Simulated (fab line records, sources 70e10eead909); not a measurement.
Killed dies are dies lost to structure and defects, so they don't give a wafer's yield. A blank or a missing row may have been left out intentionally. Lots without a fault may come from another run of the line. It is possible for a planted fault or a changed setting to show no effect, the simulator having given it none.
Chamber matching -- flow nand-harc -- NHARC_P_GATE_DESCUM_13 on rie-diel-04: 4 sister chambers
The step chemistry O2, time 3 s. 24 wafers are shown with their chamber, then 12 later ones without.

## WAFERS PAIRED WITH THEIR CHAMBERS
wafer,chamber,showerhead-plenum-p-Torr (Torr),drypump-motor-current-A (A),oes-product-au (a.u.)
L075.1,2,1.98,5.8,1.021
L075.3,1,1.92,5.0,0.987
L075.6,1,1.92,5.1,0.992
L076.4,3,2.03,5.4,0.996
L076.5,1,1.92,5.0,0.989
L076.6,2,1.98,5.8,1.021
L077.1,2,1.98,5.8,1.008
L077.4,1,1.92,5.1,0.982
L077.6,0,1.90,6.0,0.988
L079.1,2,1.98,5.9,1.012
L079.2,0,1.90,6.0,0.998
L079.6,1,1.92,5.1,0.980
L080.1,0,1.90,6.0,0.993
L080.3,3,2.02,5.5,0.994
L080.5,2,1.98,5.8,1.020
L088.2,1,1.91,5.0,1.008
L088.3,2,1.98,5.8,1.009
L088.6,2,1.98,5.8,1.014
L087.1,3,2.02,5.4,1.002
L087.4,2,1.98,5.9,1.011
L087.6,2,1.98,5.8,1.018
L089.1,3,2.02,5.4,1.006
L089.4,2,1.98,5.8,1.005
L089.6,1,1.91,5.1,1.002

SIGNATURES (averages over the wafers above)
reading,chamber 0,chamber 1,chamber 2,chamber 3,scatter within a chamber
showerhead-plenum-p-Torr,1.9000,1.9171,1.9800,2.0225,0.0033
drypump-motor-current-A,6.000,5.057,5.820,5.425,0.0451
oes-product-au,0.99300,0.99143,1.01390,0.99950,0.00734
Rule: a wafer lies at a distance from a chamber equal to the root of the sum of squares, over the readings, of (its reading less the chamber's mean, divided by the reading's scatter). The wafer belongs to the nearest chamber; if the next one is less than 2 further off, it can't be placed. The scatter is the square root of a quotient: the sum, over the shown wafers, of each reading's squared deviation from its chamber's mean, divided by wafers minus chambers.

## WAFERS WITHOUT THEIR CHAMBER
wafer,showerhead-plenum-p-Torr (Torr),drypump-motor-current-A (A),oes-product-au (a.u.)
L090.1,1.91,5.1,0.992
L090.3,1.90,6.0,1.022
L090.6,1.91,5.1,0.989
L092.3,1.90,5.9,1.022
L092.4,1.91,5.1,0.994
L092.6,1.90,5.9,1.020
L094.1,1.90,6.0,1.010
L094.2,2.02,5.4,0.988
L094.5,2.02,5.4,0.996
L095.1,2.02,5.4,0.998
L095.3,1.98,5.8,1.007
L095.6,1.91,5.1,0.992

## CHAMBER TAKEN BY EACH
wafer,from the rows above,in truth
L090.1,1,1
L090.3,0,0
L090.6,1,1
L092.3,0,0
L092.4,1,1
L092.6,0,0
L094.1,0,0
L094.2,3,3
L094.5,3,3
L095.1,3,3
L095.3,2,2
L095.6,1,1
Correct placement for 12 of the 12. Left unplaced by these rows: 0. Placed wrongly: 0.
